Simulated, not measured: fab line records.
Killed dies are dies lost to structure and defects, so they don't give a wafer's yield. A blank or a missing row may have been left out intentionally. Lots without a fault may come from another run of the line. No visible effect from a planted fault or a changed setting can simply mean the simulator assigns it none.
fab line records	flow nand_harc	part 2 of 2: steps 4 to 6 of 6
record: lots: 23	wafers: 69	last_day: 33
route steps=1302 shown A_STAIRCASE@766 A_SGD_CUT@908
lots untouched by any fault: they come from a run of this same line in which no faults occurred
start_h: hours from the record's first day to the start of the lot's first wafer shown	wait_h: how many hours have passed since the lot's step before this one	" the same as in the row above	L1.1+2: several wafers, shown together as one row	- no value present, or no start provided	* or withheld: withheld	< > ~ a bound
route shown NAME@n: NAME is a module with steps in the file, n the number in the route of the first one	usual: the fault-free wafers' mean and standard deviation	same: alike in all rows	chamber/n: place in a boat	sites: each site's reading	_std_site: the values' standard deviation	_edge_site: the outer-site mean with the inner-site mean subtracted	radius_mm: for every site, how far away it sits from the centre of the wafer	mask NAME#n: copy n	behind: the tool/chamber that last shaped the wafer	hold: reason for holding the lot/hours on hold/outcome of the hold	device: the n, p or np transistor that did not switch	end of line: tests of these same wafers at the route's end	a step with no rows: only its recipe	killed: dies that structure and defects cost at the first sort, which is not the same as the wafer's yield	map: shows each die of a wafer: x if killed, . if not, _ if none is there
set.NAME: setting as actually run; set.NAME@STEP: the setting as run at that earlier step	model.NAME: the simulator's own value behind a step, which no gauge read
one table for each step of the route and one row for each wafer, over a sample of lots
services: the hour from which a tool's chamber was out of use, counted from the record's first day as start_h (under 0 if before that day), plus the number of hours and why
== steps ==
step: NHARC_A_STAIRCASE_ETCHBACK_416
recipe: target_depth_a: 360	time_s: 7.2	c4f8_flow_sccm: withheld	o2_flow_sccm: 8	ar_flow_sccm: withheld	rf_w: 600	bias_w: 800	chemistry: C4F8/O2/Ar
usual: bias_w: 800.0/2.5	oes_product_au: 0.937/0.024	rf_vpp_V: 723/4.5
lot.wafer	tool	chamber	start_h	wait_h	bias_w	oes_product_au	rf_hours_counter_h	rf_vpp_V
L075.4	rie_diel-13	1	-	-	798.5	0.943	17	723
L075.1	"	2	"	"	803.1	0.944	16	719
L075.3	"	3	"	"	799.6	0.914	15	724
L074.2	rie_diel-03	3	-	-	798.8	0.934	21	725
L074.1	"	0	"	"	795.8	0.925	22	723
L074.4	"	1	"	"	802.3	0.912	20	729
L076.4	rie_diel-13	0	-	-	804.8	0.939	16	721
L076.2	"	1	"	"	796.5	0.940	22	724
L076.3	"	3	"	"	800.5	0.926	20	725
L077.1	rie_diel-02	0	-	-	800.4	0.987	7	719
L077.5	"	1	"	"	798.0	0.994	-	729
L077.6	"	0	"	"	800.0	0.991	-	720
L078.2	rie_diel-03	1	-	-	802.5	0.918	27	729
L078.3	"	2	"	"	797.8	0.916	26	716
L078.4	"	3	"	"	803.0	0.933	28	727
L079.3	rie_diel-03	3	-	-	798.6	0.933	36	726
L079.5	"	3	"	"	798.9	0.946	-	727
L079.6	"	0	"	"	799.7	0.921	-	722
L080.1	rie_diel-03	3	451.25	2.1	797.8	0.933	36	727
L080.2	"	1	"	"	798.2	0.926	36	729
L080.5	"	0	"	"	798.2	0.924	-	722
L081.3	rie_diel-13	3	-	-	800.3	0.924	41	724
L081.5	"	1	"	"	807.3	0.921	-	723
L081.4	"	2	"	"	800.1	0.942	-	717
L082.1	rie_diel-13	2	-	-	801.3	0.939	44	719
L082.2	"	1	"	"	798.9	0.923	34	722
L082.6	"	3	"	"	803.2	0.933	-	725
L083.1	rie_diel-13	1	-	-	800.0	0.925	34	723
L083.5	"	3	"	"	799.8	0.927	-	723
L083.4	"	2	"	"	796.9	0.924	-	718
L085.3	rie_diel-03	3	-	-	799.6	0.965	47	727
L085.1	"	0	"	"	800.1	0.916	44	722
L085.6	"	3	"	"	801.5	0.968	-	726
L084.2	rie_diel-02	2	-	-	797.7	0.996	19	717
L084.3	"	0	"	"	799.1	0.928	32	718
L084.6	"	2	"	"	797.4	1.000	-	718
L086.4	rie_diel-02	0	-	-	800.5	0.926	37	718
L086.2	"	1	"	"	800.9	0.924	39	729
L086.3	"	2	"	"	799.5	0.913	27	718
L087.3	rie_diel-02	3	-	-	802.8	0.937	30	719
L087.2	"	0	"	"	800.6	0.936	38	718
L087.6	"	1	"	"	799.7	0.920	-	732
L088.4	rie_diel-02	3	-	-	801.2	0.942	35	718
L088.3	"	0	"	"	804.6	0.927	44	719
L088.6	"	3	"	"	801.9	0.941	-	719
L089.3	rie_diel-03	3	-	-	799.6	1.008	5	726
L089.5	"	2	"	"	804.1	1.017	-	729
L089.6	"	3	"	"	798.0	1.021	-	725
L090.1	rie_diel-02	1	-	-	799.0	0.922	58	729
L090.2	"	3	"	"	802.0	0.943	44	719
L090.3	"	0	"	"	802.1	0.936	54	719
L091.2	rie_diel-13	2	-	-	799.2	0.944	13	719
L091.3	"	0	"	"	797.1	0.931	12	719
L091.6	"	0	"	"	795.3	0.929	-	720
L093.3	rie_diel-03	0	-	-	800.5	0.943	21	722
L093.2	"	1	"	"	803.5	0.944	22	728
L093.5	"	0	"	"	798.7	0.939	-	723
L092.3	rie_diel-03	2	-	-	806.0	0.927	20	730
L092.4	"	3	"	"	799.2	0.935	19	724
L092.5	"	3	"	"	795.2	0.940	-	724
L095.3	rie_diel-03	1	-	-	801.3	0.936	28	728
L095.6	"	2	"	"	797.3	0.940	-	731
L095.5	"	3	"	"	793.4	0.944	-	725
L094.4	rie_diel-03	3	-	-	793.4	0.943	24	724
L094.3	"	0	"	"	800.7	0.934	28	721
L094.1	"	1	"	"	800.4	0.933	28	729
L096.1	rie_diel-02	3	-	-	799.4	0.945	9	720
L096.3	"	1	"	"	804.3	0.937	7	729
L096.5	"	3	"	"	797.0	0.943	-	719
step: NHARC_A_STAIRCASE_DEP_322
recipe: target_thk_a: 72000	temp_c: 400	target_thk_nm: 7200	teos_flow_sccm: 200	rf_w: 500	material: SiO2
usual: heater_power_w: 662/100
lot.wafer	tool	chamber	start_h	wait_h	heater_power_w
L074.1	pecvd-04	1	418.15	0.1	724
L074.2	"	0	"	"	866
L074.4	"	2	"	"	514
L075.1	pecvd-03	1	418.31	0.2	811
L075.3	"	2	"	"	636
L075.4	"	2	"	"	593
L076.2	pecvd-01	2	430.60	0.1	804
L076.3	"	1	"	"	560
L076.4	"	1	"	"	471
L078.3	pecvd-03	0	445.25	0.2	616
L078.2	"	1	"	"	875
L078.4	"	1	"	"	728
L077.1	pecvd-01	2	445.26	0.2	771
L077.5	"	1	"	"	472
L077.6	"	0	"	"	564
L080.1	pecvd-03	2	469.56	0.2	721
L080.2	"	0	"	"	686
L080.5	"	0	"	"	560
L079.3	pecvd-04	2	469.56	0.2	660
L079.6	"	1	"	"	661
L079.5	"	2	"	"	537
L081.3	pecvd-04	1	484.39	0.3	798
L081.4	"	0	"	"	735
L081.5	"	1	"	"	671
L082.2	pecvd-04	1	488.78	0.2	815
L082.1	"	2	"	"	572
L082.6	"	0	"	"	737
L083.1	pecvd-03	0	488.78	0.2	668
L083.5	"	2	"	"	594
L083.4	"	0	"	"	572
L084.3	pecvd-03	2	507.71	0.1	597
L084.2	"	0	"	"	714
L084.6	"	1	"	"	738
L085.3	pecvd-04	1	507.71	0.1	807
L085.1	"	0	"	"	799
L085.6	"	2	"	"	535
L086.3	pecvd-04	1	528.76	0.2	767
L086.2	"	2	"	"	588
L086.4	"	0	"	"	730
L087.2	pecvd-01	2	533.36	0.2	843
L087.3	"	0	"	"	596
L087.6	"	0	"	"	548
L089.3	pecvd-01	0	555.67	0.1	573
L089.6	"	0	"	"	540
L089.5	"	2	"	"	690
L088.4	pecvd-04	2	555.92	0.4	541
L088.3	"	1	"	"	658
L088.6	"	1	"	"	667
L090.1	pecvd-04	0	581.61	0.1	883
L090.2	"	1	"	"	779
L090.3	"	2	"	"	613
L091.3	pecvd-01	0	581.71	0.2	559
L091.2	"	1	"	"	605
L091.6	"	1	"	"	495
L093.2	pecvd-01	2	594.84	0.2	864
L093.3	"	0	"	"	681
L093.5	"	0	"	"	530
L092.3	pecvd-03	0	602.39	0.2	695
L092.5	"	2	"	"	591
L092.4	"	0	"	"	564
L094.3	pecvd-03	1	615.40	0.2	726
L094.1	"	2	"	"	658
L094.4	"	2	"	"	583
L095.3	pecvd-04	0	615.49	0.3	750
L095.5	"	2	"	"	543
L095.6	"	0	"	"	731
L096.1	pecvd-04	1	625.64	0.1	813
L096.3	"	0	"	"	811
L096.5	"	0	"	"	738
step: NHARC_A_SGD_CUT_ETCH_16
recipe: target_depth_a: 3105	time_s: 155.2	c4f8_flow_sccm: withheld	o2_flow_sccm: 8	ar_flow_sccm: withheld	rf_w: 600	bias_w: 800	chemistry: C4F8/O2/Ar
usual: bias_w: 799.8/2.6	oes_product_au: 0.974/0.018	rf_vpp_V: 722/3.7
lot.wafer	tool	chamber	start_h	wait_h	bias_w	oes_product_au	rf_hours_counter_h	rf_vpp_V
L075.1	rie_diel-07	3	-	-	801.3	1.003	11	715
L075.3	"	0	"	"	802.1	0.989	11	729
L075.4	"	1	"	"	795.8	0.959	11	723
L074.2	rie_diel-05	0	-	-	799.1	0.957	1	723
L074.4	"	2	"	"	800.5	0.947	1	728
L074.1	"	3	"	"	802.2	0.933	1	717
L076.2	rie_diel-04	0	-	-	802.7	0.956	6	719
L076.3	"	2	"	"	799.3	0.967	7	722
L076.4	"	0	"	"	801.9	0.964	-	718
L078.3	rie_diel-05	0	-	-	800.2	0.951	2	724
L078.2	"	1	"	"	799.0	0.958	3	723
L078.4	"	2	"	"	801.3	0.977	3	725
L077.1	rie_diel-05	0	-	-	796.1	0.952	3	721
L077.5	"	3	"	"	804.0	0.964	-	716
L077.6	"	0	"	"	798.0	0.940	-	723
L079.3	rie_diel-07	2	-	-	807.8	1.008	1	718
L079.6	"	2	"	"	799.7	1.015	-	722
L079.5	"	3	"	"	798.2	0.981	-	719
L080.1	rie_diel-04	3	-	-	795.8	0.994	9	722
L080.2	"	2	"	"	802.5	0.957	9	723
L080.5	"	0	"	"	799.3	0.965	-	718
L083.4	rie_diel-04	0	-	-	798.9	0.963	10	719
L083.1	"	1	"	"	801.8	0.990	9	728
L083.5	"	1	"	"	802.5	0.973	-	727
L081.4	rie_diel-07	2	-	-	806.4	1.009	2	720
L081.3	"	3	"	"	797.7	0.967	2	717
L081.5	"	2	"	"	804.1	1.001	-	719
L082.1	rie_diel-05	1	-	-	798.9	0.974	5	722
L082.2	"	2	"	"	796.9	0.967	5	728
L082.6	"	2	"	"	795.8	0.971	-	726
L084.3	rie_diel-05	1	-	-	798.3	0.970	7	723
L084.2	"	3	"	"	799.3	0.989	5	717
L084.6	"	1	"	"	802.4	0.976	-	721
L085.1	rie_diel-05	0	-	-	798.2	0.951	6	723
L085.3	"	1	"	"	800.5	0.977	7	723
L085.6	"	3	"	"	797.9	0.960	-	716
L086.3	rie_diel-04	1	-	-	794.8	0.979	2	727
L086.4	"	3	"	"	799.0	0.985	1	723
L086.2	"	0	"	"	799.1	0.957	1	718
L087.3	rie_diel-07	1	-	-	801.5	0.975	6	724
L087.2	"	2	"	"	797.3	1.008	6	718
L087.6	"	2	"	"	800.5	0.999	-	720
L089.3	rie_diel-07	3	-	-	801.1	0.961	7	716
L089.5	"	2	"	"	799.5	0.962	-	718
L089.6	"	3	"	"	799.5	0.953	-	717
L088.4	rie_diel-05	2	-	-	801.7	0.973	9	725
L088.3	"	0	"	"	799.8	0.971	8	723
L088.6	"	2	"	"	801.2	0.979	-	727
L091.2	rie_diel-05	3	-	-	800.9	0.989	1	717
L091.3	"	1	"	"	798.8	0.955	1	721
L091.6	"	0	"	"	798.1	0.985	-	723
L090.1	rie_diel-04	0	-	-	801.0	0.967	4	718
L090.3	"	1	"	"	799.0	0.976	4	727
L090.2	"	3	"	"	800.0	0.998	4	723
L093.3	rie_diel-07	2	-	-	804.5	0.999	10	721
L093.2	"	3	"	"	795.0	0.997	11	716
L093.5	"	3	"	"	795.4	1.009	-	717
L092.4	rie_diel-07	1	-	-	801.0	0.972	13	722
L092.3	"	3	"	"	799.7	0.977	12	717
L092.5	"	1	"	"	801.0	0.972	-	723
L095.3	rie_diel-05	3	-	-	800.3	0.959	3	715
L095.6	"	1	"	"	795.3	0.918	-	721
L095.5	"	2	"	"	798.0	0.939	-	727
L094.4	rie_diel-07	3	-	-	799.2	0.971	13	717
L094.3	"	0	"	"	801.1	0.977	13	727
L094.1	"	1	"	"	799.0	0.972	14	722
L096.1	rie_diel-04	3	-	-	798.0	0.991	6	721
L096.3	"	1	"	"	803.9	0.983	7	727
L096.5	"	3	"	"	798.0	0.989	-	722
== services ==
tool	chamber	start_h	hours	kind
rie_diel-13	-	342.98	9.0	pm
rie_diel-02	1	355.00	3.3	repair
rie_diel-13	0	366.74	5.3	repair
rie_diel-03	2	369.12	4.0	repair
rie_diel-13	-	369.69	2.0	repair
rie_diel-03	3	381.88	5.0	repair
rie_diel-02	-	393.83	9.0	pm
rie_diel-02	3	406.93	23.0	repair
rie_diel-03	0	407.06	7.3	repair
rie_diel-13	1	415.40	12.0	repair
rie_diel-13	1	427.60	7.2	repair
pecvd-04	-	432.86	0.8	repair
rie_diel-03	-	439.30	0.3	repair
rie_diel-02	2	445.54	28.5	repair
pecvd-04	-	450.03	13.0	pm
rie_diel-13	0	465.15	9.5	repair
rie_diel-03	-	515.03	9.0	pm
rie_diel-13	-	519.98	9.0	pm
rie_diel-13	1	560.85	12.8	repair
rie_diel-02	0	570.31	8.6	repair
rie_diel-02	-	570.87	9.0	pm
rie_diel-13	0	610.55	8.2	repair
rie_diel-13	1	628.30	5.6	repair
rie_diel-02	2	640.28	9.2	repair
